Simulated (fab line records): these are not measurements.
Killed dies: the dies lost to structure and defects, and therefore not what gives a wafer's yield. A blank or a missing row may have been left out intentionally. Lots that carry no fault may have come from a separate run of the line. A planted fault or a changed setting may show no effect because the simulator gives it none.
fab line records    flow n5-finfet
[record] lots = 6  wafers = 18  last-day = 17
route steps=1938 shown FIN_CUT@161 PASSIVATION@1936
lots that met no fault: from a run of the same line without faults
start-h: hours from the record's opening day to when the first of the lot's shown wafers began    wait-h: how many hours have passed since the lot's step before this one    " identical to the entry in the row above    L1.1+2: a row that stands for several wafers    - no value, or no start given    * or withheld: withheld    < > ~ a bound
route shown NAME@n: a module of which the file shows steps, and the number in the route of the first    usual: mean/standard deviation taken from wafers without a fault    same: alike in all rows    chamber/n: place in a boat    sites: each site's reading    _std_site: how widely they spread, as a standard deviation    _edge_site: the outer-site mean with the inner-site mean subtracted    radius-mm: for every site, how far away it sits from the centre of the wafer    mask NAME#n: copy n    behind: the tool/chamber that last shaped the wafer    hold: what put the lot on hold/how long, in hours/how the hold closed    device: whichever transistor did not switch (one of n, p or np)    end of line: the same wafers' tests at the end of the route    for a step that has no rows: nothing shown but its recipe    killed: dies lost to structure and defects at the first sort, not the wafer's yield    map: per-die view of a wafer (x killed, . not killed, _ where there is no die)
set.NAME: the setting as run; set.NAME@STEP: as run at that earlier step    model.NAME: the simulator's own value behind a step, which no gauge read
a table for each step, a row for each wafer; lots at some steps of the route
services: a tool's chamber out of use, with start hour (start-h, from the record's first day; less than 0 if before it), hours out, and reason
[[steps]]
[step N5_FIN_CUT_PEB_06]
[recipe] peb-temp-c = 100  peb-time-s = 60  resist = CAR-EUV
[step N5_FIN_CUT_DEVELOP_07]
[recipe] develop-time-s = 30  developer = TMAH  resist = CAR-EUV  rinse-liquid = surfactant-rinse  dry = air-spin  dev-temp-c = 23
[step N5_FIN_CUT_CD_MEAS_08]
[recipe] target-cd-nm = 29.1  landing-energy-ev = 500  detector = se-inlens  polarity = opening
[usual] cd-nm = 29.1/0.31
lot.wafer  tool       chamber  start-h  wait-h  cd-nm
L231.3     cd-sem-01  0        80.21    -       29.2
L231.4     "          0        "        "       28.5
L231.5     "          0        "        "       28.9
L232.2     cd-sem-02  0        89.93    -       28.8
L232.4     "          0        "        "       29.0
L232.5     "          0        "        "       29.1
L234.1     cd-sem-01  0        100.73   -       28.7
L234.2     "          0        "        "       29.1
L234.3     "          0        "        "       28.9
L235.2     cd-sem-02  0        109.79   -       29.0
L235.4     "          0        "        "       29.4
L235.6     "          0        "        "       29.3
L242.1     cd-sem-02  0        148.83   -       29.0
L242.3     "          0        "        "       29.5
L242.4     "          0        "        "       29.3
L243.2     cd-sem-02  0        155.00   -       28.8
L243.5     "          0        "        "       28.8
L243.6     "          0        "        "       28.7
[step N5_FIN_CUT_OVL_MEAS_09]
[recipe] points-per-wafer = 522
[usual] FIN_CUT_OVL = 0.0/0.57
lot.wafer  tool        chamber  start-h  wait-h  FIN_CUT_OVL[nm]
L231.3     overlay-01  0        80.25    0.0     -0.2
L231.4     "           0        "        "       -0.9
L231.5     "           0        "        "       -0.4
L232.2     overlay-01  0        89.96    0.0     0.0
L232.4     "           0        "        "       -1.5
L232.5     "           0        "        "       0.0
L234.1     overlay-01  0        100.76   0.0     0.8
L234.2     "           0        "        "       0.0
L234.3     "           0        "        "       -0.1
L235.2     overlay-02  0        109.82   0.0     -0.9
L235.4     "           0        "        "       0.0
L235.6     "           0        "        "       -0.8
L242.1     overlay-02  0        148.86   0.0     0.2
L242.3     "           0        "        "       0.8
L242.4     "           0        "        "       0.1
L243.2     overlay-01  0        155.04   0.0     0.3
L243.5     "           0        "        "       0.5
L243.6     "           0        "        "       0.5
[step N5_FIN_CUT_INSPECT_10]
[recipe] mode = adi  inspect-instrument = brightfield
[usual] raw-defect-count = 46/13
lot.wafer  tool               chamber  start-h  wait-h  raw-defect-count
L231.3     defect-inspect-02  -        80.30    0.0     50
L231.4     "                  -        "        "       38
L231.5     "                  -        "        "       43
L232.2     defect-inspect-01  -        90.02    0.0     32
L232.4     "                  -        "        "       43
L232.5     "                  -        "        "       31
L234.1     defect-inspect-02  -        100.82   0.1     48
L234.2     "                  -        "        "       40
L234.3     "                  -        "        "       57
L235.2     defect-inspect-02  -        109.88   0.0     53
L235.4     "                  -        "        "       28
L235.6     "                  -        "        "       41
L242.1     defect-inspect-01  -        148.93   0.1     52
L242.3     "                  -        "        "       67
L242.4     "                  -        "        "       60
L243.2     defect-inspect-02  -        155.09   0.0     34
L243.5     "                  -        "        "       50
L243.6     "                  -        "        "       40
[step N5_FIN_CUT_DESCUM_13]
[recipe] chemistry = O2  time-s = 7  source-power-w = 50  bias-power-w = 20  pressure-mtorr = 20  rf-frequency-hz = 2.712e+07  temp-c = 40  resist = CAR-EUV  o2-flow-sccm = 225
[usual] drypump-motor-current-A = 5.6/0.44  oes-product-au = 0.76/0.091  rf-vpp-V = 243.1/1.2  showerhead-plenum-p-Torr = 2.10/0.067  throttle-valve-pct = 20.5/0.32
lot.wafer  tool         chamber  start-h  wait-h  drypump-motor-current-A  oes-product-au  rf-hours-counter-h  rf-vpp-V  showerhead-plenum-p-Torr  throttle-valve-pct
L231.3     rie-diel-02  1        81.14    0.8     5.9                      0.75            151                 244.6     2.17                      20.6
L231.4     "            3        "        "       5.4                      0.98            2                   244.5     2.24                      20.2
L231.5     "            0        "        "       6.0                      0.76            -                   242.8     2.09                      20.6
L232.2     rie-diel-04  3        90.21    0.2     5.0                      1.00            1                   242.7     2.11                      19.7
L232.4     "            0        "        "       5.3                      0.67            239                 241.8     2.00                      20.3
L232.5     "            0        "        "       5.3                      0.67            -                   241.1     2.00                      20.3
L234.1     rie-diel-04  0        100.85   0.0     5.3                      0.67            243                 241.6     2.00                      20.3
L234.2     "            3        "        "       5.0                      0.97            4                   244.2     2.11                      19.7
L234.3     "            1        "        "       6.2                      0.70            207                 240.9     2.01                      20.7
L235.2     rie-diel-04  3        109.91   0.0     5.0                      0.96            6                   244.0     2.11                      19.7
L235.4     "            2        "        "       4.9                      0.84            64                  243.9     2.15                      20.4
L235.6     "            2        "        "       4.9                      0.84            -                   244.0     2.15                      20.4
L242.1     rie-diel-05  1        148.96   0.0     5.5                      0.71            203                 243.8     2.06                      20.3
L242.3     "            2        "        "       5.8                      0.95            8                   243.3     2.03                      20.0
L242.4     "            3        "        "       5.2                      0.70            -                   243.4     2.08                      20.9
L243.2     rie-diel-02  1        155.12   0.0     5.8                      0.72            173                 244.7     2.17                      20.6
L243.5     "            3        "        "       5.4                      0.89            -                   245.3     2.24                      20.3
L243.6     "            0        "        "       6.0                      0.74            -                   244.3     2.08                      20.6
[step N5_FIN_CUT_ETCH_30]
[recipe] chemistry = N2/H2  target = underlayer  target-depth-a = 130  mask-material = CAR-EUV  time-s = 10.4  ion-energy-ev = 200  pressure-mtorr = 30  source-w = 840  bias-w = 150  n2-flow-sccm = 200  h2-flow-sccm = 200  ends = cleared
[usual] drypump-motor-current-A = 5.6/0.44  etch-rf-on-time-s = 10.5/0.3  oes-product-au = 0.65/0.079  rf-vpp-V = 524.0/2.6  showerhead-plenum-p-Torr = 2.55/0.088  throttle-valve-pct = 18.0/0.31
lot.wafer  tool         chamber  start-h  wait-h  drypump-motor-current-A  etch-rf-on-time-s  oes-product-au  rf-hours-counter-h  rf-vpp-V  showerhead-plenum-p-Torr  throttle-valve-pct
L231.3     rie-diel-02  1        81.17    0.0     5.8                      10.7               0.64            151                 527.3     2.67                      18.2
L231.4     "            3        "        "       5.4                      10.6               0.83            2                   529.6     2.73                      17.7
L231.5     "            0        "        "       6.1                      11.0               0.63            -                   524.1     2.54                      18.0
L232.2     rie-diel-04  3        90.25    0.0     5.0                      10.5               0.84            1                   528.2     2.60                      17.4
L232.4     "            0        "        "       5.3                      10.4               0.57            239                 519.6     2.37                      17.4
L232.5     "            0        "        "       5.3                      10.5               0.57            -                   519.6     2.37                      17.4
L234.1     rie-diel-04  0        100.88   0.0     5.3                      10.3               0.58            243                 519.6     2.37                      17.4
L234.2     "            3        "        "       5.0                      10.4               0.81            4                   525.5     2.60                      17.4
L234.3     "            1        "        "       6.2                      10.0               0.61            207                 520.7     2.42                      18.1
L235.2     rie-diel-04  3        109.94   0.0     5.0                      10.5               0.81            6                   524.6     2.60                      17.3
L235.4     "            2        "        "       4.9                      10.3               0.72            64                  524.8     2.59                      17.7
L235.6     "            2        "        "       4.9                      10.3               0.72            -                   524.4     2.59                      17.7
L242.1     rie-diel-05  1        149.00   0.0     5.5                      10.8               0.59            203                 522.8     2.54                      18.0
L242.3     "            2        "        "       5.8                      10.3               0.82            8                   523.1     2.50                      17.5
L242.4     "            3        "        "       5.3                      10.3               0.59            -                   523.4     2.53                      18.4
L243.2     rie-diel-02  1        155.16   0.0     5.8                      10.7               0.62            173                 527.8     2.66                      18.3
L243.5     "            3        "        "       5.4                      10.5               0.76            -                   528.5     2.72                      17.8
L243.6     "            0        "        "       6.0                      11.0               0.62            -                   524.1     2.53                      18.0
[step N5_FIN_CUT_ETCH_20]
[recipe] chemistry = CF4  target = SiARC  target-depth-a = 260  mask-material = CAR-EUV  time-s = 43.3  ion-energy-ev = 80  pressure-mtorr = 40  source-w = 545  bias-w = 36  Ar_flow_sccm = 100  cf4-flow-sccm = 100  ends = cleared
[usual] cf4-flow-sccm = 100.0/0.3  drypump-motor-current-A = 5.6/0.44  etch-rf-on-time-s = 43.7/1.3  oes-product-au = 0.65/0.079  rf-vpp-V = 184.2/1.2  showerhead-plenum-p-Torr = 2.14/0.067  throttle-valve-pct = 15.66/0.28
lot.wafer  tool         chamber  start-h  wait-h  cf4-flow-sccm  drypump-motor-current-A  etch-rf-on-time-s  oes-product-au  rf-hours-counter-h  rf-vpp-V  showerhead-plenum-p-Torr  throttle-valve-pct
L231.3     rie-diel-02  1        81.19    0.0     99.9           5.9                      43.8               0.64            151                 185.1     2.23                      15.79
L231.4     "            3        "        "       100.0          5.3                      43.4               0.82            2                   186.9     2.27                      15.28
L231.5     "            0        "        "       99.9           6.0                      44.8               0.64            -                   186.5     2.15                      15.74
L232.2     rie-diel-04  3        90.27    0.0     100.3          5.0                      44.0               0.84            1                   186.0     2.19                      15.03
L232.4     "            0        "        "       99.5           5.3                      43.9               0.57            239                 182.1     2.02                      15.41
L232.5     "            0        "        "       100.2          5.3                      43.8               0.57            -                   181.3     2.02                      15.42
L234.1     rie-diel-04  0        100.90   0.0     99.9           5.2                      43.5               0.57            243                 183.8     2.02                      15.42
L234.2     "            3        "        "       99.6           5.0                      44.0               0.82            4                   184.4     2.19                      15.05
L234.3     "            1        "        "       99.7           6.2                      42.8               0.60            207                 181.8     2.07                      15.92
L235.2     rie-diel-04  3        109.96   0.0     99.9           5.0                      43.5               0.81            6                   183.7     2.19                      15.04
L235.4     "            2        "        "       100.1          4.9                      41.6               0.73            64                  184.2     2.17                      15.46
L235.6     "            2        "        "       99.9           4.9                      41.8               0.73            -                   185.6     2.17                      15.46
L242.1     rie-diel-05  1        149.02   0.0     99.8           5.5                      44.9               0.59            203                 184.6     2.11                      15.62
L242.3     "            2        "        "       99.7           5.8                      42.9               0.82            8                   182.7     2.09                      15.19
L242.4     "            3        "        "       100.4          5.2                      42.2               0.60            -                   183.9     2.11                      15.95
L243.2     rie-diel-02  1        155.18   0.0     100.2          5.9                      44.5               0.62            173                 186.1     2.22                      15.85
L243.5     "            3        "        "       100.2          5.4                      43.5               0.77            -                   186.6     2.27                      15.33
L243.6     "            0        "        "       100.0          6.1                      46.4               0.62            -                   183.1     2.14                      15.78
[step N5_FIN_CUT_ETCH_21]
[recipe] chemistry = N2/H2  target = SOC  target-depth-a = 2190  overetch-a = 438  mask-material = SiARC  temp-c = 40  ion-energy-ev = 100  bias-w = 61  time-s = 523.5  pressure-mtorr = 30  source-w = 850  n2-flow-sccm = 200  h2-flow-sccm = 200
[step N5_FIN_CUT_STRIP_23]
[recipe] chemistry = N2/H2  temp-c = 40  n2-flow-sccm = 200  h2-flow-sccm = 200  rf-frequency-hz = 6e+07
[step N5_FIN_CUT_STRIP_31]
[recipe] chemistry = N2/H2  temp-c = 40  n2-flow-sccm = 200  h2-flow-sccm = 200  rf-frequency-hz = 6e+07
[step N5_FIN_CUT_STRIP_24]
[recipe] chemistry = CF4  resist = SiARC  power-w = 300  bias-power-w = 75  pressure-mtorr = 50  cf4-flow-sccm = 150  rf-frequency-hz = 6e+07
[usual] cf4-flow-sccm = 150.0/0.46  drypump-motor-current-A = 5.6/0.44  oes-product-au = 0.75/0.09  rf-vpp-V = 271.2/1.5  showerhead-plenum-p-Torr = 1.79/0.051  throttle-valve-pct = 13.64/0.29
lot.wafer  tool         chamber  start-h  wait-h  cf4-flow-sccm  drypump-motor-current-A  oes-product-au  rf-hours-counter-h  rf-vpp-V  showerhead-plenum-p-Torr  throttle-valve-pct
L231.3     rie-diel-02  1        81.56    0.0     149.8          5.9                      0.75            151                 271.8     1.86                      13.77
L231.4     "            3        "        "       150.1          5.4                      0.97            2                   272.9     1.91                      13.26
L231.5     "            0        "        "       150.7          6.0                      0.76            -                   271.3     1.80                      13.72
L232.2     rie-diel-04  3        90.63    0.0     150.3          5.0                      0.97            1                   273.8     1.81                      12.89
L232.4     "            0        "        "       149.4          5.2                      0.67            240                 268.8     1.70                      13.48
L232.5     "            0        "        "       150.3          5.2                      0.67            -                   268.1     1.69                      13.47
L234.1     rie-diel-04  0        101.27   0.0     150.6          5.2                      0.66            243                 268.2     1.69                      13.49
L234.2     "            3        "        "       150.0          5.0                      0.95            4                   273.0     1.81                      12.91
L234.3     "            1        "        "       150.1          6.2                      0.69            207                 269.1     1.73                      13.86
L235.2     rie-diel-04  3        110.33   0.0     149.7          5.0                      0.94            6                   270.0     1.81                      12.91
L235.4     "            2        "        "       150.3          4.9                      0.82            64                  270.2     1.81                      13.42
L235.6     "            2        "        "       150.1          4.9                      0.83            -                   270.0     1.81                      13.41
L242.1     rie-diel-05  1        149.38   0.0     151.1          5.6                      0.70            204                 269.5     1.77                      13.67
L242.3     "            2        "        "       150.1          5.8                      0.95            9                   270.2     1.76                      13.15
L242.4     "            3        "        "       151.1          5.3                      0.68            -                   270.7     1.78                      14.02
L243.2     rie-diel-02  1        155.54   0.0     149.8          5.9                      0.73            173                 274.1     1.86                      13.81
L243.5     "            3        "        "       149.5          5.4                      0.89            -                   272.3     1.90                      13.31
L243.6     "            0        "        "       149.2          6.0                      0.75            -                   271.8     1.80                      13.75
[step N5_FIN_CUT_CUT_ETCH_26]
[recipe] chemistry = CH3F/O2  target = SiNx  target-depth-a = 390  mask-material = SOC  time-s = 55.7  pressure-mtorr = 30  source-w = 395  bias-w = 73  Ar_flow_sccm = 150  CH3F_flow_sccm = 30  O2_flow_sccm = 20  ion-energy-ev = 120
[usual] drypump-motor-current-A = 5.6/0.44  oes-product-au = 0.76/0.092  rf-vpp-V = 298/7.7  run-length-s = 79.2/0.53  showerhead-plenum-p-Torr = 2.00/0.071  throttle-valve-pct = 16.42/0.27
lot.wafer  tool         chamber  start-h  wait-h  drypump-motor-current-A  oes-product-au  rf-hours-counter-h  rf-vpp-V  run-length-s  showerhead-plenum-p-Torr  throttle-valve-pct  model.etch.depth-nm
L231.3     rie-diel-02  1        81.58    0.0     5.9                      0.73            151                 295       79.4          2.08                      16.55               37.71
L231.4     "            3        "        "       5.4                      0.96            2                   302       78.6          2.13                      16.03               38.94
L231.5     "            0        "        "       6.0                      0.75            -                   305       79.2          2.00                      16.46               37.85
L232.2     rie-diel-04  3        90.65    0.0     5.0                      1.00            1                   304       79.6          2.07                      15.91               39.69
L232.4     "            0        "        "       5.3                      0.68            240                 310       79.3          1.88                      16.17               38.94
L232.5     "            0        "        "       5.3                      0.67            -                   309       79.1          1.88                      16.17               38.69
L234.1     rie-diel-04  0        101.29   0.0     5.3                      0.67            244                 307       81.9          1.88                      16.17               40.85
L234.2     "            3        "        "       5.0                      0.97            4                   304       79.3          2.07                      15.93               39.59
L234.3     "            1        "        "       6.2                      0.71            207                 304       80.1          1.93                      16.69               39.59
L235.2     rie-diel-04  3        110.35   0.0     5.0                      0.96            6                   304       79.6          2.07                      15.92               39.83
L235.4     "            2        "        "       4.9                      0.84            64                  282       81.9          2.03                      16.26               41.64
L235.6     "            2        "        "       4.9                      0.84            -                   284       81.7          2.03                      16.26               41.53
L242.1     rie-diel-05  1        149.40   0.0     5.6                      0.70            204                 294       79.6          1.96                      16.30               38.1
L242.3     "            2        "        "       5.8                      0.95            9                   290       79.9          1.95                      15.92               38.56
L242.4     "            3        "        "       5.2                      0.69            -                   295       79.0          1.95                      16.58               39.17
L243.2     rie-diel-02  1        155.56   0.0     5.9                      0.73            173                 294       79.9          2.08                      16.58               38
L243.5     "            3        "        "       5.4                      0.90            -                   300       78.7          2.12                      16.09               39.1
L243.6     "            0        "        "       6.0                      0.73            -                   302       78.7          1.99                      16.51               37.38
[step N5_FIN_CUT_CUT_ETCH_27]
[recipe] chemistry = CHF3/O2  target = SiO2  target-depth-a = 40  mask-material = SOC  overetch-a = 20  time-s = 4.9  pressure-mtorr = 30  source-w = 650  bias-w = 170  Ar_flow_sccm = 200  CHF3_flow_sccm = 50  O2_flow_sccm = 5  ion-energy-ev = 200
[usual] drypump-motor-current-A = 5.6/0.44  oes-product-au = 0.60/0.071  rf-vpp-V = 525/14  showerhead-plenum-p-Torr = 2.41/0.083  throttle-valve-pct = 18.87/0.28
lot.wafer  tool         chamber  start-h  wait-h  drypump-motor-current-A  oes-product-au  rf-hours-counter-h  rf-vpp-V  showerhead-plenum-p-Torr  throttle-valve-pct
L231.3     rie-diel-02  1        81.62    0.0     5.9                      0.60            151                 518       2.51                      19.02
L231.4     "            3        "        "       5.4                      0.77            2                   529       2.55                      18.48
L231.5     "            0        "        "       5.9                      0.61            -                   538       2.41                      18.96
L232.2     rie-diel-04  3        90.69    0.0     5.0                      0.77            1                   537       2.49                      18.43
L232.4     "            0        "        "       5.3                      0.53            240                 543       2.27                      18.54
L232.5     "            0        "        "       5.3                      0.53            -                   543       2.27                      18.53
L234.1     rie-diel-04  0        101.33   0.0     5.3                      0.53            244                 544       2.27                      18.54
L234.2     "            3        "        "       5.0                      0.76            4                   535       2.49                      18.41
L234.3     "            1        "        "       6.2                      0.55            207                 537       2.32                      19.15
L235.2     rie-diel-04  3        110.39   0.0     5.0                      0.74            6                   534       2.49                      18.42
L235.4     "            2        "        "       4.9                      0.66            64                  499       2.45                      18.74
L235.6     "            2        "        "       4.9                      0.66            -                   499       2.45                      18.75
L242.1     rie-diel-05  1        149.44   0.0     5.5                      0.56            204                 519       2.36                      18.72
L242.3     "            2        "        "       5.7                      0.76            9                   511       2.35                      18.44
L242.4     "            3        "        "       5.3                      0.55            -                   517       2.35                      19.01
L243.2     rie-diel-02  1        155.61   0.0     5.9                      0.58            173                 516       2.50                      19.05
L243.5     "            3        "        "       5.4                      0.72            -                   531       2.54                      18.52
L243.6     "            0        "        "       6.1                      0.60            -                   537       2.40                      18.99
[step N5_PASSIVATION_PROBE_49]
[usual] killed_at_M0_to_M3 = 33/11  killed_at_M4_up = 13/5.2  killed-at-contacts = 11/5.7  killed-at-front-end = 39/11  killed-at-other = 4/3  killed-dies = 101/20  killed-open = 66/15  killed-short = 33/8.4
[same] gross-dies = 1180  killed-at-back-side = 0
lot.wafer  tool       chamber  start-h  wait-h  killed_at_M0_to_M3  killed_at_M4_up  killed-at-contacts  killed-at-front-end  killed-at-other  killed-dies  killed-open  killed-short
L231.3     prober-01  -        321.25   0.1     32                  12               16                  55                   7                122          78           35
L231.4     prober-01  -        321.30   0.2     38                  14               32                  45                   6                135          100          35
L231.5     prober-01  -        321.35   0.2     54                  7                12                  42                   5                120          77           41
L234.1     prober-01  -        364.11   0.0     48                  13               17                  44                   1                123          91           30
L234.2     prober-01  -        364.16   0.1     49                  16               10                  42                   5                122          84           38
L234.3     prober-01  -        364.21   0.1     45                  12               10                  44                   5                116          86           29
L242.1     prober-01  -        386.67   0.0     32                  8                12                  51                   4                107          72           34
L242.3     prober-01  -        386.77   0.1     26                  9                12                  36                   5                88           57           30
L242.4     prober-01  -        386.82   0.2     28                  5                11                  33                   12               89           48           38
// killed by level:class
L231.3 MOL_CONTACT_COAG:geometric-particle:open=13 BEOL_M0_SAQP:geometric-particle:open=13 STI_FIN_REVEAL:geometric-particle:open=10 HKMG_FIN:area-etch=9 GATE_CUT:geometric-particle:short=8 DUMMY_GATE:geometric-particle:open=6 BEOL_M0_SAQP:geometric-particle:short=6 GATE_CUT:geometric-particle:open=5
L231.4 MOL_CONTACT_COAG:geometric-particle:open=26 STI_FIN_REVEAL:geometric-particle:open=21 BEOL_M1:geometric-particle:open=11 BEOL_M3:geometric-particle:open=9 BEOL_M0_SAQP:geometric-particle:short=8 FIN_SAQP:geometric-particle:open=6 MOL_CONTACT_COAG:geometric-particle:short=6 BEOL_M4:geometric-particle:open=6
L231.5 BEOL_M0_SAQP:geometric-particle:short=14 BEOL_M0_SAQP:geometric-particle:open=13 STI_FIN_REVEAL:geometric-particle:open=9 BEOL_M3:geometric-particle:open=9 MOL_CONTACT_COAG:geometric-particle:open=8 BEOL_M2:geometric-particle:open=7 FIN_SAQP:geometric-particle:open=5 FIN_SAQP:geometric-particle:short=5
L234.1 STI_FIN_REVEAL:geometric-particle:open=16 MOL_CONTACT_COAG:geometric-particle:open=14 BEOL_M3:geometric-particle:open=10 BEOL_M0_SAQP:geometric-particle:open=9 BEOL_M2:geometric-particle:open=8 FIN_SAQP:geometric-particle:open=7 BEOL_M0_SAQP:geometric-particle:short=6 BEOL_M4:geometric-particle:open=5
L234.2 STI_FIN_REVEAL:geometric-particle:open=14 BEOL_M2:geometric-particle:open=10 MOL_CONTACT_COAG:geometric-particle:open=9 BEOL_M1:geometric-particle:open=9 BEOL_M4:geometric-particle:open=8 BEOL_M0_SAQP:geometric-particle:short=7 BEOL_M3:geometric-particle:open=7 FIN_SAQP:geometric-particle:short=5
L234.3 STI_FIN_REVEAL:geometric-particle:open=13 BEOL_M3:geometric-particle:open=13 MOL_CONTACT_COAG:geometric-particle:open=8 BEOL_M2:geometric-particle:open=8 FIN_SAQP:geometric-particle:open=6 DUMMY_GATE:geometric-particle:open=6 BEOL_M1:geometric-particle:open=6 ILD0:geometric-particle:open=5
L242.1 BEOL_M3:geometric-particle:open=15 FIN_SAQP:geometric-particle:open=11 FIN_SAQP:geometric-particle:short=10 MOL_CONTACT_COAG:geometric-particle:open=10 GATE_CUT:geometric-particle:short=9 GATE_CUT:geometric-particle:open=9 BEOL_M2:geometric-particle:open=6 BEOL_M0_SAQP:geometric-particle:open=5
L242.3 BEOL_M3:geometric-particle:open=12 MOL_CONTACT_COAG:geometric-particle:open=11 GATE_CUT:geometric-particle:short=8 FIN_SAQP:geometric-particle:open=7 FIN_SAQP:geometric-particle:short=6 DUMMY_GATE:geometric-particle:open=5 BEOL_M2:geometric-particle:open=4 BEOL_M4:geometric-particle:open=4
L242.4 BEOL_M3:geometric-particle:open=14 FIN_SAQP:geometric-particle:open=7 GATE_CUT:geometric-particle:short=7 BEOL_M0_SAQP:geometric-particle:short=7 MOL_CONTACT_COAG:geometric-particle:open=6 MOL_CONTACT_COAG:geometric-particle:short=5 STI_FIN_REVEAL:geometric-particle:open=4 STARTING-WAFER:geometric-particle:short=4
[[services]]
tool         chamber  start-h  hours  kind
rie-diel-04  0        61.47    8.6    repair
rie-diel-05  1        68.25    16.4   repair
rie-diel-05  -        69.73    15.6   pm
rie-diel-04  3        75.44    -      clean
rie-diel-04  3        75.44    -      consumable-replace:focus-ring
rie-diel-04  3        75.44    12.3   scheduled-down
rie-diel-04  3        75.44    12.3   vent-cycle
rie-diel-04  2        79.75    5.4    repair
rie-diel-05  2        111.34   -      clean
rie-diel-05  2        111.34   -      consumable-replace:focus-ring
rie-diel-05  2        111.34   15.7   scheduled-down
rie-diel-05  2        111.34   15.7   vent-cycle
rie-diel-04  0        124.66   -      clean
rie-diel-04  0        124.66   -      consumable-replace:focus-ring
rie-diel-04  0        124.66   -      consumable-replace:showerhead
rie-diel-04  0        124.66   17.3   scheduled-down
rie-diel-04  0        124.66   17.3   vent-cycle
rie-diel-02  0        137.14   1.7    repair
rie-diel-05  0        139.20   12.1   repair
[[key]]
[first-sign] step = N5_FIN_CUT_CUT_ETCH_26  reading = run-length-s  direction = up  sigmas = 5  usual = *  struck = *
effect none on later readings
[model-effect] step = N5_FIN_CUT_CUT_ETCH_26  value = etch.depth-nm  without = 39.34  struck = 41.34
met-at N5_FIN_CUT_CUT_ETCH_26
struck-wafers L234.1,L235.4,L235.6
tester-left-out L234,L235
onset-between 90.65 101.29
[fault] kind = process-parameter-drift  tool = rie-diel-04  chamber = -  onset-h = 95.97  steps = N5_FIN_CUT_CUT_ETCH_26  channel = time-s  offset = *  shape = step  end-h = 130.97  scope = struck-wafers-only  acts-in = *  stated = *
// tester-left-out: of these lots the tester's yield and bins aren't shown, on N5 and GAA mostly nor the transistor test; their killed dies are dies lost to structure and defects alone, not to doping, threshold or leakage, so they don't give the yield
